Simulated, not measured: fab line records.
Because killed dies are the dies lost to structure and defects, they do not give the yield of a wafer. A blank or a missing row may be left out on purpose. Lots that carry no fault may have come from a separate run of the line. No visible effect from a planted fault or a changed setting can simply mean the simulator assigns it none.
Matching of chambers || flow nand_harc || NHARC_A_STAIRCASE_ETCHBACK_157 on rie_diel-06: 4 sister chambers
The step etches the open film in CH3F/O2, target depth 90 nm, time 167.14 s. 8 wafers are shown with their chamber, then 7 later ones without.

## WAFERS WITH THEIR CHAMBER
{"wafer": "L074.2", "chamber": 2, "drypump_motor_current_A (A)": 6.2, "showerhead_plenum_p_Torr (Torr)": 2.51}
{"wafer": "L087.1", "chamber": 0, "drypump_motor_current_A (A)": 5.2, "showerhead_plenum_p_Torr (Torr)": 2.40}
{"wafer": "L087.5", "chamber": 3, "drypump_motor_current_A (A)": 6.2, "showerhead_plenum_p_Torr (Torr)": 2.55}
{"wafer": "L089.4", "chamber": 0, "drypump_motor_current_A (A)": 5.2, "showerhead_plenum_p_Torr (Torr)": 2.40}
{"wafer": "L089.5", "chamber": 1, "drypump_motor_current_A (A)": 5.8, "showerhead_plenum_p_Torr (Torr)": 2.53}
{"wafer": "L089.6", "chamber": 2, "drypump_motor_current_A (A)": 6.1, "showerhead_plenum_p_Torr (Torr)": 2.50}
{"wafer": "L093.1", "chamber": 1, "drypump_motor_current_A (A)": 5.8, "showerhead_plenum_p_Torr (Torr)": 2.52}
{"wafer": "L093.2", "chamber": 3, "drypump_motor_current_A (A)": 6.2, "showerhead_plenum_p_Torr (Torr)": 2.54}

## WAFERS MISSING THEIR CHAMBER
{"wafer": "L093.3", "drypump_motor_current_A (A)": 5.2, "showerhead_plenum_p_Torr (Torr)": 2.40}
{"wafer": "L091.1", "drypump_motor_current_A (A)": 6.2, "showerhead_plenum_p_Torr (Torr)": 2.49}
{"wafer": "L091.3", "drypump_motor_current_A (A)": 6.1, "showerhead_plenum_p_Torr (Torr)": 2.54}
{"wafer": "L091.6", "drypump_motor_current_A (A)": 6.1, "showerhead_plenum_p_Torr (Torr)": 2.49}
{"wafer": "L096.1", "drypump_motor_current_A (A)": 6.2, "showerhead_plenum_p_Torr (Torr)": 2.54}
{"wafer": "L096.4", "drypump_motor_current_A (A)": 5.2, "showerhead_plenum_p_Torr (Torr)": 2.39}
{"wafer": "L096.6", "drypump_motor_current_A (A)": 6.1, "showerhead_plenum_p_Torr (Torr)": 2.54}

## THE CHAMBER EACH PASSED THROUGH
{"wafer": "L093.3", "from the rows above": 0, "in truth": 0}
{"wafer": "L091.1", "from the rows above": 2, "in truth": 2}
{"wafer": "L091.3", "from the rows above": 3, "in truth": 3}
{"wafer": "L091.6", "from the rows above": 2, "in truth": 2}
{"wafer": "L096.1", "from the rows above": 3, "in truth": 3}
{"wafer": "L096.4", "from the rows above": 0, "in truth": 0}
{"wafer": "L096.6", "from the rows above": 3, "in truth": 3}
7 of 7 placed correctly. Left unplaced by these rows: 0. Placed wrongly: 0.
How it was worked out, from the rows above alone: a wafer's distance from a chamber is the root of the sum, over the readings, of the square of ((its reading less the chamber's mean) divided by the reading's scatter). If the next closest chamber is less than 2 further off than the closest, the wafer can't be placed; otherwise it belongs to the closest. The mean given for a chamber averages the wafers shown for that chamber. How the scatter is found: for the shown wafers, subtract from each reading the mean of its chamber, square and add these, divide the total by (wafers less chambers), then take the root.
